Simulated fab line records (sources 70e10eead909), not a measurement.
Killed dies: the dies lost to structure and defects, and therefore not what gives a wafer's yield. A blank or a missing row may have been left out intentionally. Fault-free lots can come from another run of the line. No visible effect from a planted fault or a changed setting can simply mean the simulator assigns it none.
Struck lot and sound lot, side by side    flow nandHarc    15 out of 1302 route steps
Sound: the wafers L804.1, L804.3, L804.6. Struck: wafers L809.5, L809.6 (left out: L809.1, a lot-mate that was not struck); the cause follows at the end.
At each step with rows: each side's tool, then ch and its chambers, then its first start. Under that, the readings that differ: sound wafers    struck wafers    difference of the means    sigmas: that difference in standard deviations of wafers without a fault.
alike: readings whose means differ by less than 2 such deviations, and words and numbers that are the same on both sides. not compared: withheld readings, readings that some wafer has no value for, bounds like >300 that may hide the same value, and numbers for which the record gives no deviation and whose values overlap.
Wherever a step has rows on one side only, a row that says differs or no value, or a row with sigmas, the two part there. Numbers that have no deviation but don't overlap get no sigmas and don't part them. A reading missing from all wafers of one side parts the sides only when that side holds two or more wafers.

first, 3 steps without rows for these wafers: NHARC_A_CHANNEL_HOLE_D1_STRIP_41 (strips in N2/H2); NHARC_A_CHANNEL_HOLE_D1_STRIP_42 (strips in CF4/CHF3); NHARC_A_CHANNEL_HOLE_D1_STRIP_43 (strips in O2/COS).
NHARC_A_CHANNEL_HOLE_D1_ETCH_44: etches the open film in CF4/O2, target depth 140 nm, overetch 14 nm, time 77 s.
  sound on rieDiel-07 ch 0,1,2, day 9 13:31; struck on rieDiel-01 ch 0,1, day 11 03:58
  alike: cf4FlowSccm, drypumpMotorCurrentA, oesProductAu, rfVppV, showerheadPlenumPTorr, throttleValvePct
  not compared: rfHoursCounterH
NHARC_A_CHANNEL_HOLE_D1_STRIP_27: strips in O2.
  sound: rieDiel-07 ch 1,2; struck: rieDiel-01 ch 0,1
  alike: drypumpMotorCurrentA, oesProductAu, rfVppV, showerheadPlenumPTorr, throttleValvePct
  not compared: rfHoursCounterH
then, 2 steps without rows for these wafers: NHARC_A_CHANNEL_HOLE_D1_PRECLEAN_28 (cleans in SC1); NHARC_A_CHANNEL_HOLE_D1_SRD_29.
NHARC_A_CHANNEL_HOLE_D1_CD_MEAS_30:
  sound on cdSem-01 at day 9 14:26; struck on cdSem-02 at day 11 04:46
  alike: cdNm
NHARC_A_CHANNEL_HOLE_D1_XSEM_31:
  sound on xsem-02 ch 0, day 9 14:31; struck on xsem-02 ch 0, day 11 04:51
  alike: botCdNm, bowNm, tiltDeg
NHARC_A_CHANNEL_HOLE_D1_INSPECT_40:
  sound on defectInspect-02 at day 9 14:37; struck on defectInspect-01 at day 11 04:57
  alike: rawDefectCount
then, 2 steps without rows for these wafers: NHARC_A_CHANNEL_FILL_D1_PRECLEAN_00 (cleans in SC1); NHARC_A_CHANNEL_FILL_D1_SRD_01.
NHARC_A_CHANNEL_FILL_D1_ALD_02: deposits SiO2, target thk 6 nm, pulse time 10 s, ald cycles 60.
  sound on aldHk-04 ch 0,3, day 9 14:49; struck on aldHk-03 ch 2,3, day 11 06:07
reading    sound     struck  difference  sigmas
aldCycles  60 60 60  67 67   +7          
  alike: heaterPowerW, precursorPulseHeightRel
  not compared: sinceWetCleanH
NHARC_A_CHANNEL_FILL_D1_ALD_03: deposits SiNx, target thk 6 nm, pulse time 60 s, ald cycles 58.
  sound: aldSinBatch-03 ch 0; struck: aldSinBatch-03 ch 0
  alike: chamberPressureTorr, precursorPulseHeightRel
  not compared: aldCycles
following that, these wafers have no rows for 1 step: NHARC_END_SORT_01.

## WHERE THEY PART
Nowhere in this record.

WHY: what the simulator had put in
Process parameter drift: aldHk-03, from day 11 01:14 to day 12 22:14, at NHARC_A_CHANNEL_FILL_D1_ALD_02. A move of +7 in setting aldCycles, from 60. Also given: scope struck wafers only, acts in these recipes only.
